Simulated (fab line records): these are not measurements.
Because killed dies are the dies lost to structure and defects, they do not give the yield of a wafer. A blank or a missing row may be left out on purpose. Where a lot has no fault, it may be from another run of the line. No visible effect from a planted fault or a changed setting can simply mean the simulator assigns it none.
Comparing a struck lot with a sound one | flow nand-harc | 28 steps out of a route of 1302
Sound: wafers L207.4, L207.5, L207.6. The struck wafers were L208.4, L208.5, L208.6. The cause comes at the end.
Order at every step that has rows: each side's tool, ch and its chambers, its first start. Under that, the readings that differ: sound wafers | struck wafers | difference of the means | sigmas: that difference in standard deviations of wafers without a fault.
alike: same words and numbers on both sides, and readings whose means sit less than 2 such deviations apart. not compared: any withheld reading, any reading some wafer has no value for, any bound like >300 that may hide the same value, and any number with overlapping values for which the record gives no deviation.
Wherever a step has rows on one side only, a row that says differs or no value, or a row with sigmas, the two part there. Non-overlapping numbers with no deviation appear without sigmas and do not part them. A reading that every wafer of one side lacks parts them only if that side has two wafers or more.

first, 8 steps without rows for these wafers: NHARC_A_CHANNEL_HOLE_D2_EXPOSE_07 (exposes mask HOLE D2, target cd 100 nm); NHARC_A_CHANNEL_HOLE_D2_PEB_08 (peb time 65 s); NHARC_A_CHANNEL_HOLE_D2_DEVELOP_09 (develop time 35 s); NHARC_A_CHANNEL_HOLE_D2_DESCUM_15 (chemistry O2, time 3 s); NHARC_A_CHANNEL_HOLE_D2_ETCH_38 (etches the open film in CF4, target depth 39 nm, time 65 s); NHARC_A_CHANNEL_HOLE_D2_ETCH_39 (etches the open film in N2/H2, target depth 260 nm, time 325 s); NHARC_A_CHANNEL_HOLE_D2_ETCH_34 (etches the open film in CF4/CHF3, target depth 154 nm, time 77 s); NHARC_A_CHANNEL_HOLE_D2_ETCH_16 (etches the open film in O2/COS, target depth 3100 nm, time 806 s).
NHARC_A_CHANNEL_HOLE_D2_ETCH_19: etches the open film in C4F8/O2/Ar, time 34.5 s.
  sound on har-etch-02 ch 0,1, day 19 02:28; struck on har-etch-02 ch 0,1, day 19 19:48
  alike: drypump-motor-current-A, showerhead-plenum-p-Torr, throttle-valve-pct
  not compared: rf-hours-counter-h
then, 16 steps without rows for these wafers: NHARC_A_CHANNEL_HOLE_D2_ETCH_20 (etches the open film in C4F8/O2/Ar, time 361.9 s, target depth 1600 nm); NHARC_A_CHANNEL_HOLE_D2_ETCH_21 (etches the open film in C4F8/O2/Ar, time 514.3 s, target depth 1600 nm); NHARC_A_CHANNEL_HOLE_D2_ETCH_22 (etches the open film in C4F8/O2/Ar, time 666.7 s, target depth 1600 nm); NHARC_A_CHANNEL_HOLE_D2_ETCH_23 (etches the open film in C4F8/O2/Ar, time 819 s, target depth 1600 nm); NHARC_A_CHANNEL_HOLE_D2_ETCH_24 (etches the open film in C4F8/O2/Ar, time 906.2 s, target depth 1500 nm); NHARC_A_CHANNEL_HOLE_D2_ETCH_25 (etches the open film in C4F8/O2/Ar, time 1040.2 s, target depth 1500 nm); NHARC_A_CHANNEL_HOLE_D2_ETCH_26 (etches the open film in C4F8/O2/Ar, time 224.1 s, target depth 300 nm); NHARC_A_CHANNEL_HOLE_D2_ETCH_27 (etches the open film in C4F8/O2/Ar, time 90 s, target depth 400 nm); NHARC_A_CHANNEL_HOLE_D2_STRIP_41 (strips in N2/H2); NHARC_A_CHANNEL_HOLE_D2_STRIP_42 (strips in CF4/CHF3); NHARC_A_CHANNEL_HOLE_D2_STRIP_43 (strips in O2/COS); NHARC_A_CHANNEL_HOLE_D2_ETCH_44 (etches the open film in CF4/O2, target depth 140 nm, overetch 14 nm, time 77 s); NHARC_A_CHANNEL_HOLE_D2_STRIP_28 (strips in O2); NHARC_A_CHANNEL_HOLE_D2_PRECLEAN_29 (cleans in SC1); NHARC_A_CHANNEL_HOLE_D2_SRD_30; NHARC_A_CHANNEL_HOLE_D2_XSEM_32.
NHARC_A_CHANNEL_HOLE_D2_INSPECT_40:
  sound: defect-inspect-02 at day 19 08:16; struck: defect-inspect-01 at day 20 01:37
  reading          | sound       | struck      | difference | sigmas
  raw-defect-count | 219 151 231 | 622 585 643 | +416       | +4
then, 1 step without rows for these wafers: NHARC_A_CHANNEL_FILL_D2_PRECLEAN_00 (cleans in SC1).
-- jump in the record: it breaks off in module A_CHANNEL_FILL_D2 and resumes in module END (first step shown: number 1302 of the route), and 11 days separate the struck wafers' starts before and after --
NHARC_END_SORT_01:
  sound on prober-02 ch 0, day 30 14:28; struck on prober-01 ch 0, day 31 05:53
  reading         | sound    | struck      | difference | sigmas
  killed-at-array | 28 30 27 | 109 107 112 | +81        | +5
  killed-dies     | 35 35 30 | 110 115 113 | +79        | +5
  alike: killed-at-other, killed-at-periphery, killed-open, killed-short

== WHERE THEY PART ==
Earliest at NHARC_A_CHANNEL_HOLE_D2_INSPECT_40; latest, in this record, at NHARC_END_SORT_01.

WHY: what had been put in by the simulator
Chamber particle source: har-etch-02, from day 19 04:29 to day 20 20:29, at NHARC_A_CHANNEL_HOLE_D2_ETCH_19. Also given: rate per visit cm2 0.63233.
